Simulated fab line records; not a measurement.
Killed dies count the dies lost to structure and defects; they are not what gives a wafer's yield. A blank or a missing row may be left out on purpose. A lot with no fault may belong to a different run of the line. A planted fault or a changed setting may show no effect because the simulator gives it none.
fab line records + flow n5_finfet
[record]
- lots = 9
- wafers = 23
- last_day = 20
route steps=1938 shown BEOL_M0_SAQP@669 BEOL_M0_CUTY@710 BEOL_M4@1111 PASSIVATION@1936
lots untouched by any fault: they come from a run of this same line in which no faults occurred
start_h: start of the lot's first displayed wafer, in hours after the record's first day + wait_h: time in hours since the lot's previous step + " same as the row above + L1.1+2: a single row standing in for several wafers + - no value, or no start was given + * or withheld: withheld + < > ~ a bound
route shown NAME@n: NAME is a module with steps in the file, n the number in the route of the first one + usual: mean/standard deviation taken from wafers without a fault + same: alike in all rows + chamber/n: place in a boat + sites: the reading at each site + _std_site: how widely they spread, as a standard deviation + _edge_site: the outer-site mean with the inner-site mean subtracted + radius_mm: how far each site lies from the wafer's centre + mask NAME#n: copy n + behind: the tool/chamber that last shaped the wafer + hold: reason for holding the lot/hours on hold/outcome of the hold + device: the n, p or np transistor that did not switch + end of line: the route-end tests of the same wafers + for a step that has no rows: nothing shown but its recipe + killed: the dies lost at the first sort to structure and to defects; this is not the yield of the wafer + map: a wafer's dies, x killed, . not, _ none there
set.NAME: the setting that was run; set.NAME@STEP: the one run at that earlier step + model.NAME: the simulator's own value behind a step, which no gauge read
one table for each step of the route and one row for each wafer, over a sample of lots
services: when a tool's chamber went out of use (start_h, in hours from the record's first day, below 0 if earlier), for how many hours, and the reason
[[steps]]
[step N5_BEOL_M0_SAQP_MANDREL_ETCH_103]
[recipe]
- chemistry = HBr/Cl2
- target = a-Si
- target_depth_a = 450
- bt_time_s = 10
- stop_on = SiCN
- mask_material = SiO2
- over_etch_frac = 0.8
- time_s = 27
- pressure_mtorr = 10
- icp_w = 800
- bias_w = 75
- HBr_flow_sccm = 150
- Cl2_flow_sccm = 80
- ends = end_point
[usual]
- drypump_motor_current_A = 5.7/0.5
- oes_product_au = 0.678/0.013
- throttle_valve_pct = 35.5/0.41
| lot.wafer | tool      | chamber | start_h | wait_h | drypump_motor_current_A | oes_product_au | rf_hours_counter_h | throttle_valve_pct |
|-----------|-----------|---------|---------|--------|-------------------------|----------------|--------------------|--------------------|
| L549.3    | rie_si-05 | 3       | 108.73  | 0.0    | 5.7                     | 0.674          | 9                  | 36.0               |
| L549.4    | "         | 0       | "       | "      | 6.1                     | 0.683          | 106                | 35.2               |
| L549.6    | "         | 3       | "       | "      | 5.8                     | 0.691          | -                  | 35.9               |
| L551.1    | rie_si-03 | 0       | 119.09  | 0.0    | 5.0                     | 0.673          | 54                 | 35.2               |
| L551.4    | "         | 1       | "       | "      | 6.4                     | 0.682          | 127                | 35.8               |
| L551.6    | "         | 3       | "       | "      | 5.3                     | 0.707          | -                  | 35.5               |
| L555.3    | rie_si-06 | 2       | 153.31  | 0.0    | 5.0                     | 0.678          | 0                  | 35.9               |
| L555.5    | "         | 1       | "       | "      | 5.6                     | 0.705          | -                  | 34.8               |
| L556.5    | rie_si-03 | 1       | 160.75  | 0.0    | 6.4                     | 0.685          | -                  | 35.8               |
| L557.4    | rie_si-03 | 3       | 161.46  | 0.0    | 5.3                     | 0.702          | 160                | 35.5               |
| L557.6    | "         | 3       | "       | "      | 5.3                     | 0.691          | -                  | 35.5               |
| L560.1    | rie_si-05 | 0       | 172.87  | 0.0    | 6.1                     | 0.674          | 107                | 35.2               |
| L560.2    | "         | 2       | "       | "      | 6.3                     | 0.682          | 110                | 35.4               |
| L560.3    | "         | 3       | "       | "      | 5.7                     | 0.675          | 10                 | 36.0               |
| L563.3    | rie_si-05 | 0       | 188.86  | 0.0    | 6.1                     | 0.688          | 108                | 35.2               |
| L563.5    | "         | 3       | "       | "      | 5.7                     | 0.679          | -                  | 36.0               |
| L563.6    | "         | 2       | "       | "      | 6.3                     | 0.685          | -                  | 35.4               |
| L564.2    | rie_si-03 | 2       | 197.15  | 0.0    | 5.8                     | 0.656          | 108                | 34.9               |
| L564.4    | "         | 3       | "       | "      | 5.3                     | 0.704          | 161                | 35.5               |
| L564.6    | "         | 1       | "       | "      | 6.4                     | 0.676          | -                  | 35.8               |
| L572.1    | rie_si-03 | 3       | 251.79  | 0.0    | 5.3                     | 0.678          | 161                | 35.6               |
| L572.2    | "         | 1       | "       | "      | 6.4                     | 0.670          | 129                | 35.8               |
| L572.4    | "         | 2       | "       | "      | 5.8                     | 0.660          | 109                | 34.9               |
[step N5_BEOL_M0_SAQP_RECESS_109]
[recipe]
- chemistry = HF/NH3
- target = SiO2
- target_depth_a = 30
- afs_cycles = 1
- temp_c = 30
- sublimation_temp_c = 180
- sublimation_time_s = 60
[usual]
- drypump_motor_current_A = 5.2/0.45
| lot.wafer | tool          | chamber | start_h | wait_h | drypump_motor_current_A |
|-----------|---------------|---------|---------|--------|-------------------------|
| L549.3    | vapor_etch-01 | 1       | 109.46  | 0.1    | 4.9                     |
| L549.4    | "             | 0       | "       | "      | 4.9                     |
| L549.6    | "             | 1       | "       | "      | 4.9                     |
| L551.1    | vapor_etch-01 | 0       | 119.78  | 0.0    | 4.9                     |
| L551.4    | "             | 1       | "       | "      | 4.9                     |
| L551.6    | "             | 0       | "       | "      | 4.9                     |
| L555.3    | vapor_etch-01 | 0       | 154.06  | 0.1    | 4.9                     |
| L555.5    | "             | 1       | "       | "      | 4.8                     |
| L556.5    | vapor_etch-01 | 0       | 161.49  | 0.1    | 4.9                     |
| L557.4    | vapor_etch-01 | 0       | 162.54  | 0.1    | 4.9                     |
| L557.6    | "             | 0       | "       | "      | 4.9                     |
| L560.1    | vapor_etch-02 | 1       | 173.79  | 0.3    | 5.1                     |
| L560.2    | "             | 0       | "       | "      | 5.9                     |
| L560.3    | "             | 0       | "       | "      | 6.0                     |
| L563.3    | vapor_etch-02 | 0       | 189.59  | 0.1    | 5.9                     |
| L563.5    | "             | 0       | "       | "      | 6.0                     |
| L563.6    | "             | 1       | "       | "      | 5.1                     |
| L564.2    | vapor_etch-02 | 0       | 197.95  | 0.2    | 6.0                     |
| L564.4    | "             | 0       | "       | "      | 6.0                     |
| L564.6    | "             | 1       | "       | "      | 5.1                     |
| L572.1    | vapor_etch-02 | 0       | 252.48  | 0.0    | 6.0                     |
| L572.2    | "             | 1       | "       | "      | 5.1                     |
| L572.4    | "             | 1       | "       | "      | 5.1                     |
[step N5_BEOL_M0_SAQP_SPACER2_ALD_26]
[recipe]
- material = SiO2
- target_thk_a = 150
- temp_c = 300
- ald_precursor_family = BDEAS
- ald_co_reactant = O2-plasma
- pulse_time_s = 1
- purge_time_s = 2
- co_reactant_purge_time_s = 2
- pressure_torr = 2
[usual]
- heater_power_w = 468/49
- precursor_pulse_height_rel = 0.998/0.02
| lot.wafer | tool       | chamber | start_h | wait_h | heater_power_w | precursor_pulse_height_rel |
|-----------|------------|---------|---------|--------|----------------|----------------------------|
| L549.3    | ald_sin-01 | 0       | 109.57  | 0.1    | 473            | 0.967                      |
| L549.4    | "          | 0       | "       | "      | 471            | 1.007                      |
| L549.6    | "          | 3       | "       | "      | 430            | 1.022                      |
| L551.1    | ald_sin-01 | 1       | 119.92  | 0.1    | 553            | 1.027                      |
| L551.4    | "          | 2       | "       | "      | 440            | 1.004                      |
| L551.6    | "          | 2       | "       | "      | 445            | 0.988                      |
| L555.3    | ald_sin-02 | 1       | 154.19  | 0.1    | 516            | 0.990                      |
| L555.5    | "          | 2       | "       | "      | 532            | 0.993                      |
| L556.5    | ald_sin-04 | 1       | 161.82  | 0.3    | 395            | 1.001                      |
| L557.4    | ald_sin-01 | 0       | 162.81  | 0.2    | 475            | 0.986                      |
| L557.6    | "          | 1       | "       | "      | 568            | 1.010                      |
| L560.1    | ald_sin-04 | 2       | 174.45  | 0.6    | 471            | 0.998                      |
| L560.2    | "          | 1       | "       | "      | 390            | 1.023                      |
| L560.3    | "          | 3       | "       | "      | 418            | 0.938                      |
| L563.3    | ald_sin-04 | 0       | 189.70  | 0.1    | 462            | 1.032                      |
| L563.5    | "          | 1       | "       | "      | 386            | 0.939                      |
| L563.6    | "          | 2       | "       | "      | 456            | 0.985                      |
| L564.2    | ald_sin-01 | 2       | 198.26  | 0.3    | 437            | 1.053                      |
| L564.4    | "          | 3       | "       | "      | 427            | 0.986                      |
| L564.6    | "          | 2       | "       | "      | 436            | 1.005                      |
| L572.1    | ald_sin-02 | 0       | 252.77  | 0.3    | 486            | 0.952                      |
| L572.2    | "          | 1       | "       | "      | 533            | 1.000                      |
| L572.4    | "          | 3       | "       | "      | 440            | 0.972                      |
[step N5_BEOL_M0_SAQP_INSPECT_42]
[recipe]
- mode = adi
- inspect_instrument = brightfield
[usual]
- raw_defect_count = 296/83
| lot.wafer | tool              | chamber | start_h | wait_h | raw_defect_count |
|-----------|-------------------|---------|---------|--------|------------------|
| L549.3    | defect_inspect-02 | -       | 110.75  | 0.0    | 323              |
| L549.4    | "                 | -       | "       | "      | 274              |
| L549.6    | "                 | -       | "       | "      | 333              |
| L551.1    | defect_inspect-02 | -       | 121.19  | 0.1    | 371              |
| L551.4    | "                 | -       | "       | "      | 219              |
| L551.6    | "                 | -       | "       | "      | 338              |
| L555.3    | defect_inspect-01 | -       | 155.33  | 0.0    | 1187             |
| L555.5    | "                 | -       | "       | "      | 182              |
| L556.5    | defect_inspect-02 | -       | 162.86  | 0.0    | 1196             |
| L557.4    | defect_inspect-02 | -       | 164.07  | 0.0    | 1534             |
| L557.6    | "                 | -       | "       | "      | 1315             |
| L560.1    | defect_inspect-01 | -       | 175.60  | 0.1    | 346              |
| L560.2    | "                 | -       | "       | "      | 323              |
| L560.3    | "                 | -       | "       | "      | 262              |
| L563.3    | defect_inspect-01 | -       | 190.96  | 0.0    | 266              |
| L563.5    | "                 | -       | "       | "      | 350              |
| L563.6    | "                 | -       | "       | "      | 319              |
| L564.2    | defect_inspect-02 | -       | 199.40  | 0.0    | 304              |
| L564.4    | "                 | -       | "       | "      | 357              |
| L564.6    | "                 | -       | "       | "      | 465              |
| L572.1    | defect_inspect-01 | -       | 254.04  | 0.1    | 292              |
| L572.2    | "                 | -       | "       | "      | 434              |
| L572.4    | "                 | -       | "       | "      | 460              |
[step N5_BEOL_M0_SAQP_ETCH_88]
[recipe]
- chemistry = N2/H2
- target = underlayer
- target_depth_a = 65
- time_s = 5.2
- ion_energy_ev = 200
- mask_material = CAR-EUV
- pressure_mtorr = 30
- source_w = 840
- bias_w = 150
- n2_flow_sccm = 200
- h2_flow_sccm = 200
- ends = cleared
[usual]
- drypump_motor_current_A = 5.7/0.33
- etch_rf_on_time_s = 5.13/0.16
- oes_product_au = 0.67/0.071
- rf_vpp_V = 524/3
- showerhead_plenum_p_Torr = 2.55/0.1
- throttle_valve_pct = 17.8/0.32
| lot.wafer | tool        | chamber | start_h | wait_h | drypump_motor_current_A | etch_rf_on_time_s | oes_product_au | rf_hours_counter_h | rf_vpp_V | showerhead_plenum_p_Torr | throttle_valve_pct |
|-----------|-------------|---------|---------|--------|-------------------------|-------------------|----------------|--------------------|----------|--------------------------|--------------------|
| L549.3    | rie_diel-02 | 1       | 110.88  | 0.0    | 5.4                     | 5.12              | 0.67           | 112                | 523      | 2.47                     | 17.7               |
| L549.4    | "           | 0       | "       | "      | 5.8                     | 5.36              | 0.57           | 223                | 525      | 2.54                     | 18.4               |
| L549.6    | "           | 3       | "       | "      | 5.8                     | 5.14              | 0.65           | -                  | 529      | 2.65                     | 17.8               |
| L551.1    | rie_diel-06 | 1       | 121.26  | 0.0    | 5.5                     | 5.30              | 0.59           | 211                | 525      | 2.61                     | 17.9               |
| L551.4    | "           | 2       | "       | "      | 5.2                     | 5.24              | 0.79           | 8                  | 525      | 2.61                     | 17.4               |
| L551.6    | "           | 1       | "       | "      | 5.5                     | 5.26              | 0.58           | -                  | 526      | 2.61                     | 17.9               |
| L555.3    | rie_diel-06 | 3       | 155.40  | 0.0    | 5.4                     | 5.15              | 0.78           | 21                 | 522      | 2.47                     | 17.5               |
| L555.5    | "           | 3       | "       | "      | 5.4                     | 5.19              | 0.77           | -                  | 525      | 2.47                     | 17.5               |
| L556.5    | rie_diel-02 | 0       | 163.30  | 0.0    | 5.8                     | 5.27              | 0.57           | -                  | 524      | 2.53                     | 18.4               |
| L557.4    | rie_diel-02 | 3       | 164.14  | 0.0    | 5.9                     | 5.16              | 0.64           | 163                | 526      | 2.64                     | 17.8               |
| L557.6    | "           | 0       | "       | "      | 5.8                     | 5.30              | 0.57           | -                  | 525      | 2.53                     | 18.4               |
| L560.1    | rie_diel-06 | 0       | 175.67  | 0.0    | 6.2                     | 5.16              | 0.69           | 81                 | 526      | 2.54                     | 17.4               |
| L560.2    | "           | 2       | "       | "      | 5.2                     | 5.22              | 0.79           | 16                 | 525      | 2.60                     | 17.4               |
| L560.3    | "           | 1       | "       | "      | 5.5                     | 5.29              | 0.58           | 219                | 525      | 2.61                     | 17.9               |
| L563.3    | rie_diel-02 | 1       | 191.03  | 0.0    | 5.4                     | 5.01              | 0.67           | 127                | 522      | 2.47                     | 17.8               |
| L563.5    | "           | 1       | "       | "      | 5.4                     | 5.08              | 0.66           | -                  | 521      | 2.46                     | 17.7               |
| L563.6    | "           | 2       | "       | "      | 5.7                     | 5.04              | 0.68           | -                  | 518      | 2.32                     | 17.7               |
| L564.2    | rie_diel-02 | 0       | 199.47  | 0.0    | 5.8                     | 5.33              | 0.57           | 240                | 522      | 2.53                     | 18.4               |
| L564.4    | "           | 1       | "       | "      | 5.4                     | 5.18              | 0.66           | 128                | 520      | 2.46                     | 17.7               |
| L564.6    | "           | 0       | "       | "      | 5.8                     | 5.37              | 0.56           | -                  | 526      | 2.53                     | 18.4               |
| L572.1    | rie_diel-06 | 3       | 254.11  | 0.0    | 5.4                     | 5.17              | 0.75           | 47                 | 524      | 2.46                     | 17.5               |
| L572.2    | "           | 2       | "       | "      | 5.2                     | 5.22              | 0.73           | 41                 | 523      | 2.60                     | 17.5               |
| L572.4    | "           | 0       | "       | "      | 6.2                     | 5.08              | 0.67           | 105                | 523      | 2.53                     | 17.4               |
[step N5_BEOL_M0_CUTY_INSPECT_59]
[recipe]
- mode = adi
- inspect_instrument = macro
[usual]
- raw_defect_count = 2.1/1.3
| lot.wafer | tool              | chamber | start_h | wait_h | raw_defect_count |
|-----------|-------------------|---------|---------|--------|------------------|
| L549.3    | defect_inspect-01 | -       | 112.35  | 0.0    | 2                |
| L549.4    | "                 | -       | "       | "      | 2                |
| L549.6    | "                 | -       | "       | "      | 1                |
| L551.1    | defect_inspect-02 | -       | 122.58  | 0.0    | 3                |
| L551.4    | "                 | -       | "       | "      | 5                |
| L551.6    | "                 | -       | "       | "      | 2                |
| L555.3    | defect_inspect-01 | -       | 156.72  | 0.0    | >300             |
| L555.5    | "                 | -       | "       | "      | 2                |
| L556.5    | defect_inspect-02 | -       | 164.49  | 0.0    | >300             |
| L557.4    | defect_inspect-02 | -       | 165.52  | 0.0    | >300             |
| L557.6    | "                 | -       | "       | "      | >300             |
| L560.1    | defect_inspect-02 | -       | 177.31  | 0.0    | 2                |
| L560.2    | "                 | -       | "       | "      | 2                |
| L560.3    | "                 | -       | "       | "      | 0                |
| L563.3    | defect_inspect-02 | -       | 192.53  | 0.0    | 2                |
| L563.5    | "                 | -       | "       | "      | 2                |
| L563.6    | "                 | -       | "       | "      | 2                |
| L564.2    | defect_inspect-02 | -       | 200.80  | 0.0    | 4                |
| L564.4    | "                 | -       | "       | "      | 3                |
| L564.6    | "                 | -       | "       | "      | 4                |
| L572.1    | defect_inspect-01 | -       | 255.50  | 0.0    | 4                |
| L572.2    | "                 | -       | "       | "      | 2                |
| L572.4    | "                 | -       | "       | "      | 4                |
[step N5_BEOL_M4_RC_MEAS_101]
[usual]
- DIBL_N = 37.1/2.6
- DIBL_P = 38/3
- IOFF_N = 0.18/0.052
- IOFF_P = 0.25/0.06
- ION_N = 678/15
- ION_P = 467/8.6
- SS_N = 71.7/0.73
- SS_P = 73.7/0.89
- VT_N = 249/4.3
- VT_P = -248/3.8
| lot.wafer | tool      | chamber | start_h | wait_h | DIBL_N[mV/V] | DIBL_P[mV/V] | IOFF_N[nA/um] | IOFF_P[nA/um] | ION_N[uA/um] | ION_P[uA/um] | SS_N[mV/dec] | SS_P[mV/dec] | VT_N[mV] | VT_P[mV] |
|-----------|-----------|---------|---------|--------|--------------|--------------|---------------|---------------|--------------|--------------|--------------|--------------|----------|----------|
| L549.3    | prober-01 | 0       | 231.10  | 0.3    | 33.4         | 34           | 0.13          | 0.20          | 648          | 455          | 72.0         | 72.2         | 254      | -247     |
| L549.4    | "         | 0       | "       | "      | 32.1         | 32           | 0.12          | 0.16          | 659          | 458          | 70.9         | 71.6         | 253      | -252     |
| L549.6    | "         | 0       | "       | "      | 32.3         | 33           | 0.10          | 0.17          | 648          | 454          | 70.4         | 71.5         | 260      | -251     |
| L551.1    | prober-02 | 0       | 245.30  | 0.0    | 36.0         | 34           | 0.14          | 0.20          | 676          | 465          | 71.2         | 72.9         | 248      | -250     |
| L551.4    | "         | 0       | "       | "      | 36.3         | 36           | 0.17          | 0.24          | 692          | 472          | 71.6         | 73.4         | 244      | -246     |
| L551.6    | "         | 0       | "       | "      | 36.3         | 35           | 0.15          | 0.24          | 691          | 474          | 71.2         | 72.7         | 249      | -248     |
| L555.3    | prober-01 | 0       | 265.83  | 0.3    | 38.1         | 40           | 0.20          | 0.34          | 688          | 477          | 71.9         | 74.2         | 247      | -244     |
| L555.5    | "         | 0       | "       | "      | 35.8         | 36           | 0.15          | 0.23          | 673          | 465          | 71.4         | 73.5         | 250      | -249     |
| L556.5    | prober-02 | 0       | 266.51  | 0.7    | 34.7         | 37           | 0.14          | 0.21          | 667          | 463          | 70.5         | 73.3         | 252      | -247     |
| L557.4    | prober-02 | 0       | 285.46  | 0.5    | 42.2         | 41           | 0.31          | 0.35          | 705          | 475          | 72.6         | 75.0         | 242      | -241     |
| L557.6    | "         | 0       | "       | "      | 40.5         | 39           | 0.26          | 0.30          | 686          | 470          | 71.8         | 74.3         | 242      | -246     |
| L560.1    | prober-02 | 0       | 294.35  | 0.0    | 36.6         | 37           | 0.17          | 0.21          | 681          | 462          | 72.2         | 73.4         | 250      | -248     |
| L560.2    | "         | 0       | "       | "      | 35.2         | 37           | 0.15          | 0.21          | 683          | 474          | 71.9         | 73.5         | 251      | -249     |
| L560.3    | "         | 0       | "       | "      | 36.7         | 37           | 0.16          | 0.21          | 671          | 460          | 71.5         | 73.6         | 250      | -251     |
| L563.3    | prober-02 | 0       | 316.35  | 0.3    | 38.4         | 40           | 0.22          | 0.28          | 711          | 479          | 72.2         | 73.7         | 246      | -248     |
| L563.5    | "         | 0       | "       | "      | 38.2         | 39           | 0.21          | 0.25          | 687          | 465          | 71.8         | 73.8         | 247      | -250     |
| L563.6    | "         | 0       | "       | "      | 38.4         | 41           | 0.22          | 0.30          | 685          | 471          | 72.6         | 74.4         | 246      | -246     |
| L564.2    | prober-01 | 0       | 317.31  | 0.2    | 34.6         | 36           | 0.12          | 0.22          | 669          | 471          | 71.3         | 73.4         | 256      | -249     |
| L564.4    | "         | 0       | "       | "      | 38.4         | 38           | 0.18          | 0.24          | 671          | 469          | 71.9         | 73.8         | 250      | -248     |
| L564.6    | "         | 0       | "       | "      | 40.5         | 41           | 0.23          | 0.32          | 693          | 476          | 72.6         | 74.8         | 246      | -243     |
| L572.1    | prober-02 | 0       | 375.35  | 0.0    | 39.7         | 42           | 0.26          | 0.32          | 694          | 474          | 72.8         | 75.2         | 241      | -245     |
| L572.2    | "         | 0       | "       | "      | 40.2         | 42           | 0.25          | 0.33          | 682          | 475          | 72.6         | 74.5         | 246      | -245     |
| L572.4    | "         | 0       | "       | "      | 38.0         | 39           | 0.22          | 0.26          | 681          | 466          | 72.4         | 74.2         | 245      | -246     |
[step N5_PASSIVATION_PROBE_49]
[usual]
- defect_limited_yield = 91.4/1.4
- killed_at_M0_to_M3 = 34/9.1
- killed_at_M4_up = 14/5.2
- killed_at_contacts = 12/6.4
- killed_at_front_end = 38/11
- killed_at_other = 3.7/2.8
- killed_dies = 102/17
- killed_on_rim = 14/3.9
- killed_open = 68/13
- killed_short = 32/7.8
- sort_bin_5_function = 5.1/1
- sort_bin_6_memory = 3.2/0.66
- sort_n_pass = 1076/19
- sort_yield_pct = 91.2/1.6
[same]
- gross_dies = 1180
- killed_at_back_side = 0
- sort_bin_4_leakage[%] = 0
- sort_bin_8_speed[%] = 0
| lot.wafer | tool      | chamber | start_h | wait_h | defect_limited_yield[%] | killed_at_M0_to_M3 | killed_at_M4_up | killed_at_contacts | killed_at_front_end | killed_at_other | killed_dies | killed_on_rim | killed_open | killed_short | sort_bin_5_function[%] | sort_bin_6_memory[%] | sort_n_pass | sort_yield_pct[%] |
|-----------|-----------|---------|---------|--------|-------------------------|--------------------|-----------------|--------------------|---------------------|-----------------|-------------|---------------|-------------|--------------|------------------------|----------------------|-------------|-------------------|
| L555.3    | prober-02 | -       | 363.52  | 0.1    | 79.8                    | 176                | 8               | 18                 | 34                  | 2               | 238         | 24            | 64          | 27           | 13.3                   | 3.5                  | 942         | 79.8              |
| L555.5    | prober-02 | -       | 363.62  | 0.2    | 89.8                    | 45                 | 13              | 16                 | 44                  | 2               | 120         | 13            | 87          | 33           | 6.3                    | 3.6                  | 1060        | 89.8              |
| L556.5    | prober-02 | -       | 369.72  | 0.2    | 82.1                    | 177                | 10              | 9                  | 15                  | 0               | 211         | 19            | 49          | 15           | 11.2                   | 3.4                  | 969         | 82.1              |
| L557.6    | prober-02 | -       | 392.50  | 0.3    | 80.4                    | 158                | 20              | 17                 | 34                  | 2               | 231         | 13            | 67          | 25           | 13.5                   | 3.1                  | 949         | 80.4              |
// killed by level:class
L555.3 BEOL_M0_SAQP:unspecified=147 MOL_CONTACT_COAG:geometric_particle:open=15 FIN_SAQP:geometric_particle:short=10 BEOL_M2:geometric_particle:open=7 DUMMY_GATE:geometric_particle:open=5 BEOL_M0_SAQP:geometric_particle:open=5 BEOL_M1:geometric_particle:open=5 FIN_SAQP:geometric_particle:open=4
L555.5 FIN_SAQP:geometric_particle:open=16 MOL_CONTACT_COAG:geometric_particle:open=11 BEOL_M2:geometric_particle:open=11 BEOL_M0:geometric_particle:open=10 DUMMY_GATE:geometric_particle:open=7 BEOL_M3:geometric_particle:open=7 BEOL_M0_SAQP:geometric_particle:open=6 BEOL_M0_SAQP:geometric_particle:short=6
L556.5 BEOL_M0_SAQP:unspecified=146 BEOL_M0_SAQP:geometric_particle:open=11 MOL_CONTACT_COAG:geometric_particle:open=8 BEOL_M0_SAQP:geometric_particle:short=8 BEOL_M2:geometric_particle:open=5 BEOL_M5:geometric_particle:open=5 STI_FIN_REVEAL:geometric_particle:open=4 BEOL_M3:geometric_particle:open=4
L557.6 BEOL_M0_SAQP:unspecified=139 FIN_SAQP:geometric_particle:open=16 MOL_CONTACT_COAG:geometric_particle:open=13 BEOL_M4:geometric_particle:open=9 BEOL_M3:geometric_particle:open=6 GATE_CUT:geometric_particle:short=4 MOL_CONTACT_COAG:geometric_particle:short=4 DUMMY_GATE:geometric_particle:open=3
[[services]]
| tool        | chamber | start_h | hours | kind   |
|-------------|---------|---------|-------|--------|
| ald_sin-04  | -       | 85.52   | 14.0  | pm     |
| ald_sin-01  | 2       | 103.47  | 10.7  | repair |
| rie_diel-06 | -       | 105.21  | 0.6   | repair |
| rie_si-06   | -       | 107.87  | 14.6  | pm     |
| rie_si-05   | -       | 110.00  | 2.8   | pm     |
| rie_diel-02 | 1       | 124.87  | 2.3   | repair |
| rie_si-06   | -       | 129.99  | 0.2   | repair |
| ald_sin-04  | 2       | 143.47  | 6.2   | repair |
| rie_si-03   | -       | 145.91  | 14.6  | pm     |
| rie_si-03   | 2       | 174.44  | 6.5   | repair |
| ald_sin-02  | -       | 179.29  | 14.0  | pm     |
| ald_sin-01  | 1       | 183.74  | 3.1   | repair |
| rie_si-06   | 0       | 185.25  | 7.2   | repair |
| rie_si-03   | 0       | 187.78  | 7.4   | repair |
| ald_sin-02  | 2       | 200.06  | 4.4   | repair |
| rie_diel-02 | 1       | 203.70  | 9.6   | repair |
| rie_si-03   | 0       | 207.46  | 3.7   | repair |
| rie_si-05   | 2       | 209.94  | 1.7   | repair |
| rie_diel-02 | 0       | 216.37  | 5.1   | repair |
| ald_sin-04  | 0       | 229.62  | 4.6   | repair |
| rie_diel-02 | 0       | 235.97  | -     | clean  |
| rie_si-03   | 2       | 240.11  | 3.6   | repair |
| ald_sin-01  | -       | 243.64  | 0.3   | repair |
| rie_si-06   | 2       | 248.34  | 0.9   | repair |
[[key]]
[first_sign]
- step = N5_BEOL_M0_SAQP_INSPECT_42
- reading = raw_defect_count
- direction = up
- sigmas = 12
- usual = 296
- struck = 1308
[effect]
- step = N5_BEOL_M0_CUTY_INSPECT_59
- reading = raw_defect_count
- direction = up
- sigmas = 99+
- usual = 2.1
- struck = >300
[effect]
- step = N5_PASSIVATION_PROBE_49
- reading = killed_at_M0_to_M3
- direction = up
- sigmas = 15
- usual = 34
- struck = 170
[more_kills_born_at]
- N5_BEOL_M0_SAQP_RECESS_109@vapor_etch-01 = 432
met_at N5_BEOL_M0_SAQP_RECESS_109
struck_lots L555,L556,L557
struck_wafers L555.3,L556.5,L557.4,L557.6
rows_end L557.4
not_acting_at N5_BEOL_M0_SAQP_MANDREL_ETCH_103,N5_BEOL_M0_SAQP_SPACER2_ALD_26,N5_BEOL_M0_SAQP_ETCH_88
onset_between 119.78 154.06
[fault]
- kind = chamber_particle_source
- tool = vapor_etch-01
- chamber = 0
- onset_h = 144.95
- steps = N5_BEOL_M0_SAQP_RECESS_109
- rate_per_visit_cm2 = 1.4535
// rows_end: these wafers met a further fault down the route, and their rows from its step on are left out
